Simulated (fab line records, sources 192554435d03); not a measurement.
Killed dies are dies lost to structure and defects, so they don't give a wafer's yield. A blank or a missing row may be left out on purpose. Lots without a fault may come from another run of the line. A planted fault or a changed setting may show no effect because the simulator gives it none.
Chamber matching | flow n5_finfet | N5_BEOL_M10_ETCH_61 on rie_diel-01: 4 sister chambers
The step etches SiARC in CF4, target depth 39 nm, time 65 s. 4 wafers are shown with their chamber, then 8 later ones without.

WAFERS WITH THEIR CHAMBER
wafer  | chamber | throttle_valve_pct (%)
L080.3 | 2       | 15.40
L083.3 | 1       | 15.76
L084.4 | 0       | 15.42
L085.1 | 3       | 15.48

WAFERS WITHOUT THEIR CHAMBER
wafer  | throttle_valve_pct (%)
L085.2 | 15.40
L085.3 | 15.27
L091.1 | 15.28
L091.3 | 15.44
L091.6 | 15.29
L094.1 | 15.48
L094.2 | 15.51
L094.3 | 15.29

WHICH CHAMBER EACH WENT THROUGH
wafer  | from the rows above          | in truth
L085.2 | can't be placed: 2 or 0 or 3 | 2
L085.3 | can't be placed: 2 or 0 or 3 | 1
L091.1 | can't be placed: 2 or 0 or 3 | 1
L091.3 | can't be placed: 0 or 2 or 3 | 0
L091.6 | can't be placed: 2 or 0 or 3 | 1
L094.1 | can't be placed: 3 or 0 or 2 | 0
L094.2 | can't be placed: 3 or 0 or 2 | 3
L094.3 | can't be placed: 2 or 0 or 3 | 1
Placed correctly: 0 of 8. Can't be placed from these rows: 8 (the true chamber is among the candidates in 4). Placed wrongly: 0.
How it was worked out, from the rows above alone: a wafer's distance from a chamber is the root of the sum, over the readings, of the square of ((its reading less the chamber's mean) divided by the reading's scatter). The wafer belongs to the nearest chamber; if the next one is less than 2 further off, it can't be placed. A chamber's mean is the mean of its shown wafers. The scatter: with one shown wafer a chamber, the root of the mean of the squares of how far each hidden wafer lies from its nearest shown one.
